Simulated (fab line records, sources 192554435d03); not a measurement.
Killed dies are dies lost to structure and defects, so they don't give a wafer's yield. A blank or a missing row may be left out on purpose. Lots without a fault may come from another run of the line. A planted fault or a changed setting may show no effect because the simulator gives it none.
Chamber matching | flow n5_finfet | N5_BEOL_M2_ETCH_63 on rie_diel-03: 4 sister chambers
The step etches SiARC in CF4, target depth 15.6 nm, time 26 s. 4 wafers are shown with their chamber, then 7 later ones without.

WAFERS WITH THEIR CHAMBER
wafer  | chamber | showerhead_plenum_p_Torr (Torr)
L846.6 | 2       | 2.14
L848.5 | 3       | 2.06
L858.1 | 0       | 2.22
L858.2 | 1       | 2.15

WAFERS WITHOUT THEIR CHAMBER
wafer  | showerhead_plenum_p_Torr (Torr)
L858.5 | 2.15
L860.1 | 2.05
L860.3 | 2.13
L860.4 | 2.15
L862.2 | 2.22
L862.4 | 2.12
L862.5 | 2.22

WHICH CHAMBER EACH WENT THROUGH
wafer  | from the rows above     | in truth
L858.5 | can't be placed: 1 or 2 | 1
L860.1 | 3                       | 3
L860.3 | can't be placed: 2 or 1 | 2
L860.4 | can't be placed: 1 or 2 | 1
L862.2 | 0                       | 0
L862.4 | can't be placed: 2 or 1 | 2
L862.5 | 0                       | 0
Placed correctly: 3 of 7. Can't be placed from these rows: 4 (the true chamber is among the candidates in 4). Placed wrongly: 0.
How it was worked out, from the rows above alone: a wafer's distance from a chamber is the root of the sum, over the readings, of the square of ((its reading less the chamber's mean) divided by the reading's scatter). The wafer belongs to the nearest chamber; if the next one is less than 2 further off, it can't be placed. A chamber's mean is the mean of its shown wafers. The scatter: with one shown wafer a chamber, the root of the mean of the squares of how far each hidden wafer lies from its nearest shown one.
